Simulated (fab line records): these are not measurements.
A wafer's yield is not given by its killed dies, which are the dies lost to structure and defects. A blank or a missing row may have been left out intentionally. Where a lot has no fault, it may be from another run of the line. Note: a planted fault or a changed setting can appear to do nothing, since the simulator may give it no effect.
Shared-tool check / flow nand_harc / Sampled: 12 lots, 36 wafers

== WHAT PROMPTED THE OPENING ==
Flagged at NHARC_P_M2_INSPECT_11: reading raw_defect_count, on 2 of 12 lots. No-fault wafers: 4.5, standard deviation 2.8.
Rule: a lot is flagged in two cases, either no wafer of it has a number, or all its wafers with numbers fall more than 4 standard deviations from that mean. All remaining lots are regarded as sound.

lot=L949; measured=day 6 22:42; on=defect_inspect-02; raw_defect_count, wafer by wafer=5 2 7; flag=
lot=L951; measured=day 7 20:36; on=defect_inspect-02; raw_defect_count, wafer by wafer=7 8 10; flag=
lot=L952; measured=day 8 11:08; on=defect_inspect-01; raw_defect_count, wafer by wafer=3 4 6; flag=
lot=L953; measured=day 8 11:44; on=defect_inspect-01; raw_defect_count, wafer by wafer=4 8 3; flag=
lot=L954; measured=day 8 22:50; on=defect_inspect-01; raw_defect_count, wafer by wafer=3 6 0; flag=
lot=L955; measured=day 9 08:46; on=defect_inspect-01; raw_defect_count, wafer by wafer=3 6 1; flag=
lot=L956; measured=day 9 14:22; on=defect_inspect-01; raw_defect_count, wafer by wafer=5 6 6; flag=
lot=L960; measured=day 11 04:17; on=defect_inspect-02; raw_defect_count, wafer by wafer=5 3 3; flag=
lot=L961; measured=day 11 18:53; on=defect_inspect-02; raw_defect_count, wafer by wafer=1 1 3; flag=
lot=L963; measured=day 12 12:44; on=defect_inspect-01; raw_defect_count, wafer by wafer=11 8 10; flag=
lot=L968; measured=day 14 18:02; on=defect_inspect-02; raw_defect_count, wafer by wafer=606 617 616; flag=FLAGGED
lot=L969; measured=day 15 07:59; on=defect_inspect-02; raw_defect_count, wafer by wafer=632 603 610; flag=FLAGGED
The numbers of the flagged lots are 614.0 on average: +609.5 against the usual, or +99 or more standard deviations.

== EACH LOT AND THE TOOL IT RAN ON ==
Before the reading, the record contains 3 process steps out of a 1302-step route. In each cell: the tool, then ch and the chambers that the sampled wafers went through, then the start.
lot=L949; flag=; NHARC_P_M1_DESCUM_14=rie_diel-09 ch 0,2,3, day 6 18:37; NHARC_P_M1_ANNEAL_31=rtp_anneal-01 ch 0, day 6 20:29; NHARC_P_M1_DEP_33=pecvd-03 ch 0,1,2, day 6 21:29
lot=L951; flag=; NHARC_P_M1_DESCUM_14=rie_diel-07 ch 2,3, day 7 16:30; NHARC_P_M1_ANNEAL_31=rtp_anneal-01 ch 0, day 7 18:19; NHARC_P_M1_DEP_33=pecvd-04 ch 0,1, day 7 19:19
lot=L952; flag=; NHARC_P_M1_DESCUM_14=rie_diel-09 ch 0,1,3, day 8 07:01; NHARC_P_M1_ANNEAL_31=rtp_anneal-02 ch 0, day 8 08:51; NHARC_P_M1_DEP_33=pecvd-01 ch 1,2, day 8 09:49
lot=L953; flag=; NHARC_P_M1_DESCUM_14=rie_diel-09 ch 1,2,3, day 8 07:37; NHARC_P_M1_ANNEAL_31=rtp_anneal-02 ch 0, day 8 09:31; NHARC_P_M1_DEP_33=pecvd-03 ch 0,1, day 8 10:26
lot=L954; flag=; NHARC_P_M1_DESCUM_14=rie_diel-07 ch 0,2,3, day 8 18:52; NHARC_P_M1_ANNEAL_31=rtp_anneal-01 ch 0, day 8 20:38; NHARC_P_M1_DEP_33=pecvd-04 ch 0,1,2, day 8 21:35
lot=L955; flag=; NHARC_P_M1_DESCUM_14=rie_diel-07 ch 0,2,3, day 9 04:49; NHARC_P_M1_ANNEAL_31=rtp_anneal-02 ch 0, day 9 06:36; NHARC_P_M1_DEP_33=pecvd-03 ch 0,1, day 9 07:34
lot=L956; flag=; NHARC_P_M1_DESCUM_14=rie_diel-09 ch 1,3, day 9 10:23; NHARC_P_M1_ANNEAL_31=rtp_anneal-02 ch 0, day 9 12:13; NHARC_P_M1_DEP_33=pecvd-04 ch 0,1, day 9 13:07
lot=L960; flag=; NHARC_P_M1_DESCUM_14=rie_diel-07 ch 1,2,3, day 11 00:12; NHARC_P_M1_ANNEAL_31=rtp_anneal-02 ch 0, day 11 01:59; NHARC_P_M1_DEP_33=pecvd-03 ch 0,2, day 11 02:59
lot=L961; flag=; NHARC_P_M1_DESCUM_14=rie_diel-07 ch 0,1,2, day 11 14:48; NHARC_P_M1_ANNEAL_31=rtp_anneal-01 ch 0, day 11 16:35; NHARC_P_M1_DEP_33=pecvd-03 ch 0,1,2, day 11 17:31
lot=L963; flag=; NHARC_P_M1_DESCUM_14=rie_diel-07 ch 2,3, day 12 08:17; NHARC_P_M1_ANNEAL_31=rtp_anneal-02 ch 0, day 12 10:31; NHARC_P_M1_DEP_33=pecvd-01 ch 1,2, day 12 11:29
lot=L968; flag=FLAGGED; NHARC_P_M1_DESCUM_14=rie_diel-07 ch 2,3, day 14 13:23; NHARC_P_M1_ANNEAL_31=rtp_anneal-02 ch 0, day 14 15:43; NHARC_P_M1_DEP_33=pecvd-03 ch 0,1, day 14 16:41
lot=L969; flag=FLAGGED; NHARC_P_M1_DESCUM_14=rie_diel-09 ch 0,1,3, day 15 03:52; NHARC_P_M1_ANNEAL_31=rtp_anneal-02 ch 0, day 15 05:42; NHARC_P_M1_DEP_33=pecvd-03 ch 0,1, day 15 06:39
What these steps do:
- NHARC_P_M1_DESCUM_14: chemistry O2, time 3 s.
- NHARC_P_M1_ANNEAL_31: time 90 s.
- NHARC_P_M1_DEP_33: deposits SiCN, target thk 30 nm.
- NHARC_P_M2_INSPECT_11

== FLAGGED OVER TOTAL, TOOL BY TOOL (the gauges that took the reading come last) ==
step=NHARC_P_M1_DESCUM_14; tool=rie_diel-07; lots run=7; flagged=1; share of the flagged lots=some; sound lots run after its first flagged lot=0
step=NHARC_P_M1_DESCUM_14; tool=rie_diel-09; lots run=5; flagged=1; share of the flagged lots=some; sound lots run after its first flagged lot=0
step=NHARC_P_M1_ANNEAL_31; tool=rtp_anneal-01; lots run=4; flagged=0; share of the flagged lots=none; sound lots run after its first flagged lot=-
step=NHARC_P_M1_ANNEAL_31; tool=rtp_anneal-02; lots run=8; flagged=2; share of the flagged lots=all; sound lots run after its first flagged lot=0
step=NHARC_P_M1_DEP_33; tool=pecvd-01; lots run=2; flagged=0; share of the flagged lots=none; sound lots run after its first flagged lot=-
step=NHARC_P_M1_DEP_33; tool=pecvd-03; lots run=7; flagged=2; share of the flagged lots=all; sound lots run after its first flagged lot=0
step=NHARC_P_M1_DEP_33; tool=pecvd-04; lots run=3; flagged=0; share of the flagged lots=none; sound lots run after its first flagged lot=-
step=NHARC_P_M2_INSPECT_11; tool=defect_inspect-01; lots run=6; flagged=0; share of the flagged lots=none; sound lots run after its first flagged lot=-
step=NHARC_P_M2_INSPECT_11; tool=defect_inspect-02; lots run=6; flagged=2; share of the flagged lots=all; sound lots run after its first flagged lot=0

== WHAT THE TABLE ALLOWS ==
rtp_anneal-02 at NHARC_P_M1_ANNEAL_31, pecvd-03 at NHARC_P_M1_DEP_33 and defect_inspect-02 at NHARC_P_M2_INSPECT_11: these 3 rows of the table ran every flagged lot.
- rtp_anneal-02 at NHARC_P_M1_ANNEAL_31: 2 of its 8 lots flagged. Its last sound lot is L963 (day 12 10:31), its first flagged lot L968 (day 14 15:43): a fault that began between those two fits.
- pecvd-03 at NHARC_P_M1_DEP_33: 2 of its 7 lots flagged. Its last sound lot is L961 (day 11 17:31), its first flagged lot L968 (day 14 16:41): a fault that began between those two fits.
- defect_inspect-02 at NHARC_P_M2_INSPECT_11: 2 of its 6 lots flagged. Its last sound lot is L961 (day 11 18:53), its first flagged lot L968 (day 14 18:02): a fault that began between those two fits.
These 3 tools cannot be told apart by counting lots, since each of them fits a fault that started at some hour. More lots, or a look at what each step does to the wafer, might.

== WHAT THE SIMULATOR HAD INSERTED ==
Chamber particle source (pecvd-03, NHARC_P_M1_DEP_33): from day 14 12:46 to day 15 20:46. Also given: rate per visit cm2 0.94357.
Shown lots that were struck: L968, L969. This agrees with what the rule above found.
